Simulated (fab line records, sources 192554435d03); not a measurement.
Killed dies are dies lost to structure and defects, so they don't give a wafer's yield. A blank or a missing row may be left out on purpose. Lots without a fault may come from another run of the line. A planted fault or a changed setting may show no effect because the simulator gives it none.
A struck lot beside a sound one | flow n5_finfet | 16 steps out of a route of 1938
Sound: wafers L137.2, L137.4, L137.6. Struck: wafers L140.1, L140.2, L140.3. The cause comes at the end.
At each step with rows: each side's tool, then ch and its chambers, then its first start. Under that, the readings that differ: sound wafers | struck wafers | difference of the means | sigmas: that difference in standard deviations of wafers without a fault.
alike: readings whose means differ by less than 2 such deviations, and words and numbers that are the same on both sides. not compared: withheld readings, readings that some wafer has no value for, bounds like >300 that may hide the same value, and numbers for which the record gives no deviation and whose values overlap.
The two part at a step that has a row with sigmas, a row that says differs or no value, or rows on one side only. Numbers that don't overlap but have no deviation are shown without sigmas and don't part them. A reading that every wafer of one side lacks parts them only if that side has two wafers or more.

first, 2 steps without rows for these wafers: N5_DUMMY_GATE_STRIP_38 (strips in N2/H2); N5_DUMMY_GATE_STRIP_39 (strips in N2/H2).
N5_DUMMY_GATE_TRIM_49: chemistry O2, time 29 s, target cd 14 nm.
  sound on rie_si-02 ch 0,2,3, day 6 16:44; struck on rie_si-05 ch 0,1,3, day 7 10:09
  alike: drypump_motor_current_A, oes_product_au, throttle_valve_pct
  not compared: rf_hours_counter_h
then, 1 step without rows for these wafers: N5_DUMMY_GATE_STRIP_40 (strips in CF4).
N5_DUMMY_GATE_CD_MEAS_50: target cd 14 nm.
  sound on cd_sem-01, day 6 16:58; struck on cd_sem-01, day 7 10:25
  alike: cd_nm
then, 1 step without rows for these wafers: N5_DUMMY_GATE_ETCH_31 (etches SiO2 in C4F6/O2, target depth 82.5 nm, time 27.5 s).
N5_DUMMY_GATE_STRIP_41: strips in O2.
  sound on rie_diel-04 ch 2,3, day 6 17:03; struck on rie_diel-03 ch 0,1,3, day 7 10:30
  alike: drypump_motor_current_A, oes_product_au, rf_vpp_V, showerhead_plenum_p_Torr, throttle_valve_pct
  not compared: rf_hours_counter_h
then, 1 step without rows for these wafers: N5_DUMMY_GATE_HM_OPEN_21 (chemistry CH3F/O2, target SiNx, target depth 120 nm, time 171.4 s).
N5_DUMMY_GATE_ETCH_32: etches SiO2 in CF4, target depth 3.5 nm, time 3.9 s.
  sound on rie_si-05 ch 0,2, day 6 17:15; struck on rie_si-02 ch 0,2,3, day 7 10:42
  alike: bias_w, drypump_motor_current_A, oes_product_au, throttle_valve_pct
  not compared: rf_hours_counter_h
N5_DUMMY_GATE_ETCH_23: etches poly-Si in HBr/Cl2/O2, target depth 41 nm, time 22.3 s.
  sound on rie_si-05 ch 0,2, day 6 17:17; struck on rie_si-02 ch 0,2,3, day 7 10:44
  alike: bias_w, drypump_motor_current_A, oes_product_au, throttle_valve_pct
  not compared: rf_hours_counter_h
N5_DUMMY_GATE_ETCH_44: etches poly-Si in HBr/O2, stops on SiO2, target depth 127.5 nm.
  sound on rie_si-05 ch 0,2, day 6 17:20; struck on rie_si-02 ch 0,2,3, day 7 10:47
  alike: bias_w, drypump_motor_current_A, oes_product_au, throttle_valve_pct
  not compared: rf_hours_counter_h
N5_DUMMY_GATE_CD_MEAS_24: target cd 15 nm.
  sound on cd_sem-03, day 6 17:28; struck on cd_sem-01, day 7 10:54
  alike: cd_nm
N5_DUMMY_GATE_ETCH_42: etches SiO2 in CHF3/O2, target depth 3.5 nm, time 31 s.
  sound on rie_diel-06 ch 0,1,3, day 6 17:30; struck on rie_diel-04 ch 0,2,3, day 7 10:57
  reading      | sound             | struck            | difference | sigmas
  bias_w (W)   | 12.00 11.92 12.03 | 12.63 12.69 12.62 | +0.66      | +18
  rf_vpp_V (V) | 41.4 41.4 42.1    | 43.3 45.4 45.6    | +3.1       | +3
  alike: drypump_motor_current_A, oes_f_703_au, oes_product_au, showerhead_plenum_p_Torr, throttle_valve_pct
  not compared: rf_hours_counter_h
then, 1 step without rows for these wafers: N5_DUMMY_GATE_STRIP_48 (strips in N2/H2, time 20 s).
-- the record jumps here: 5 days lie between the struck wafers' starts before and after (it left off in module DUMMY_GATE and takes up again in module BEOL_M4, whose first step shown is number 1111 of the route) --
N5_BEOL_M4_RC_MEAS_101:
  sound on prober-02 ch 0, day 12 14:17; struck on prober-02 ch 0, day 12 17:07
  alike: DIBL_N, DIBL_P, IOFF_N, IOFF_P, ION_N, ION_P, SS_N, SS_P, VT_N, VT_P
N5_PASSIVATION_PROBE_49:
  the record has rows for the sound wafers here (prober-01, day 17 03:15) and none for the struck ones

WHERE THEY PART
First at N5_DUMMY_GATE_ETCH_42; last, within this record, at N5_PASSIVATION_PROBE_49.

WHY: what the simulator had put in
Process parameter drift: rie_diel-04, from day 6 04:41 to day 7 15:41, at N5_DUMMY_GATE_ETCH_42. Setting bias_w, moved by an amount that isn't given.
